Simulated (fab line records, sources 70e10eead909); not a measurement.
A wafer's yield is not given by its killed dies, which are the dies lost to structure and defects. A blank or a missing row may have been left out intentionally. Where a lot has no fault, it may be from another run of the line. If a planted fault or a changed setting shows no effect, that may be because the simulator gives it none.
A struck lot beside a sound one ; flow nand_harc ; 18 out of 1159 route steps
Sound: the wafers L995.3, L995.5, L995.6. Wafers L102.2, L102.3, L102.6 were the ones struck. Last of all comes the cause.
At each step with rows: each side's tool, then ch and its chambers, then its first start. Under that, the readings that differ: sound wafers ; struck wafers ; difference of the means ; sigmas: that difference in standard deviations of wafers without a fault.
alike: same words and numbers on both sides, and readings whose means sit less than 2 such deviations apart. not compared: any withheld reading, any reading some wafer has no value for, any bound like >300 that may hide the same value, and any number with overlapping values for which the record gives no deviation.
The two part at a step that has a row with sigmas, a row that says differs or no value, or rows on one side only. Numbers that don't overlap but have no deviation are shown without sigmas and don't part them. A reading missing from all wafers of one side parts the sides only when that side holds two or more wafers.

NHARC_P_ZERO_WELL_CD_MEAS_24: target cd 720 nm.
  sound on cd_sem-03 ch 0, day 1 14:29; struck on cd_sem-01 ch 0, day 3 08:29
  alike: cd_nm
then, 1 step without rows for these wafers: NHARC_P_ZERO_WELL_HARDBAKE_25 (time 80 s).
NHARC_P_ZERO_WELL_DESCUM_26: chemistry O2, time 3 s.
  sound on rie_diel-10 ch 0,2,3, day 1 14:41; struck on rie_diel-01 ch 0,2,3, day 3 08:40
  alike: drypump_motor_current_A, oes_product_au, rf_vpp_V, showerhead_plenum_p_Torr, throttle_valve_pct
  not compared: rf_hours_counter_h
then, 9 steps without rows for these wafers: NHARC_P_ZERO_WELL_IMPLANT_27; NHARC_P_ZERO_WELL_IMPLANT_57; NHARC_P_ZERO_WELL_IMPLANT_58; NHARC_P_ZERO_WELL_STRIP_28 (strips in SPM, time 840 s); NHARC_P_ZERO_WELL_DEHYDRATE_29 (time 120 s); NHARC_P_ZERO_WELL_HMDS_30 (time 30 s); NHARC_P_ZERO_WELL_COAT_31; NHARC_P_ZERO_WELL_SOFTBAKE_32 (time 95 s); NHARC_P_ZERO_WELL_EBR_33.
NHARC_P_ZERO_WELL_EXPOSE_34: exposes mask P PWELL, target cd 720 nm.
  sound on krf_scanner-02 ch 0, day 1 16:00; struck on krf_scanner-03 ch 0, day 3 09:51
reading;sound;struck;difference;sigmas
mask;P_PWELL#0 P_PWELL#0 P_PWELL#0;P_HVPW#0 P_HVPW#0 P_HVPW#0;differs;
then, 2 steps without rows for these wafers: NHARC_P_ZERO_WELL_PEB_35 (peb time 85 s); NHARC_P_ZERO_WELL_DEVELOP_36 (time 70 s).
NHARC_P_ZERO_WELL_CD_MEAS_37: target cd 720 nm.
  sound on cd_sem-02 ch 0, day 1 16:09; struck on cd_sem-01 ch 0, day 3 10:01
reading;sound;struck;difference;sigmas
cd_nm (nm);720.1 718.8 718.7;- - -;no value on the struck wafers;
then, 1 step without rows for these wafers: NHARC_P_ZERO_WELL_HARDBAKE_38 (time 80 s).
-- record jumps: 19 days between struck wafers' starts before vs after; left off in module P_ZERO_WELL, resumes in module END, first step shown is number 1159 of the route --
NHARC_END_SORT_01:
  only the struck wafers appear in the record here, on prober-01 ch 0 at day 21 23:07; the sound ones have no rows

## WHERE THEY PART
First at NHARC_P_ZERO_WELL_EXPOSE_34; last, within this record, at NHARC_END_SORT_01.

WHY: the cause the simulator had injected
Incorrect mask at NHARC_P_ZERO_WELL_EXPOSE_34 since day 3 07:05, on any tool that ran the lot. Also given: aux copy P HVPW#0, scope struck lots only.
